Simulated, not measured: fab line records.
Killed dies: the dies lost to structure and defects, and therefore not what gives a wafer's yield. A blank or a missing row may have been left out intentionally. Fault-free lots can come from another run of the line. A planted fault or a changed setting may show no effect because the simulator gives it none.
Chamber matching ; flow n5-finfet ; rie-diel-06 running N5_BEOL_M2_STRIP_19: 4 sister chambers
The step strips in O2. 20 wafers are shown with their chamber, then 10 later ones without.

## WAFERS, EACH WITH ITS CHAMBER
wafer;chamber;showerhead-plenum-p-Torr (Torr);drypump-motor-current-A (A);throttle-valve-pct (%)
L078.1;1;2.25;6.4;16.56
L078.2;3;2.06;5.0;16.69
L078.3;0;2.14;5.2;16.35
L083.3;1;2.24;6.4;16.58
L083.5;1;2.24;6.3;16.59
L083.6;0;2.14;5.2;16.38
L084.1;1;2.24;6.4;16.59
L084.2;3;2.06;5.1;16.74
L084.5;0;2.14;5.2;16.39
L086.3;3;2.06;5.1;16.73
L086.4;1;2.24;6.4;16.58
L086.6;2;2.10;5.8;16.41
L085.2;2;2.10;5.8;16.41
L085.4;3;2.06;5.0;16.73
L085.6;1;2.24;6.3;16.59
L088.2;1;2.24;6.4;16.60
L088.4;3;2.06;5.0;16.74
L088.6;3;2.06;5.0;16.74
L090.2;2;2.10;5.8;16.43
L090.3;3;2.05;5.1;16.74

SIGNATURES, as means of the wafers listed above
reading;chamber 0;chamber 1;chamber 2;chamber 3;scatter within a chamber
showerhead-plenum-p-Torr;2.1400;2.2414;2.1000;2.0586;0.00327
drypump-motor-current-A;5.200;6.371;5.800;5.043;0.0443
throttle-valve-pct;16.3733;16.5843;16.4167;16.7300;0.016
Rule: for each reading, subtract the chamber's mean from the wafer's reading, divide by that reading's scatter and square the result; add these up over the readings and take the root, which gives the wafer's distance from the chamber. If the next closest chamber is less than 2 further off than the closest, the wafer can't be placed; otherwise it belongs to the closest. The scatter is the square root of a quotient: the sum, over the shown wafers, of each reading's squared deviation from its chamber's mean, divided by wafers minus chambers.

## WAFERS WITHOUT THEIR CHAMBER
wafer;showerhead-plenum-p-Torr (Torr);drypump-motor-current-A (A);throttle-valve-pct (%)
L090.5;2.10;5.8;16.43
L091.3;2.14;5.2;16.40
L091.4;2.05;5.1;16.73
L091.6;2.24;6.4;16.59
L095.1;2.09;5.8;16.44
L095.2;2.05;5.1;16.78
L095.3;2.23;6.4;16.62
L097.1;2.13;5.2;16.42
L097.3;2.09;5.8;16.46
L097.4;2.05;5.1;16.78

## CHAMBER TAKEN BY EACH
wafer;from the rows above;in truth
L090.5;2;2
L091.3;0;0
L091.4;3;3
L091.6;1;1
L095.1;2;2
L095.2;3;3
L095.3;1;1
L097.1;0;0
L097.3;2;2
L097.4;3;3
Correctly placed: 10 of 10. Number that these rows cannot place: 0. 0 placed wrongly.
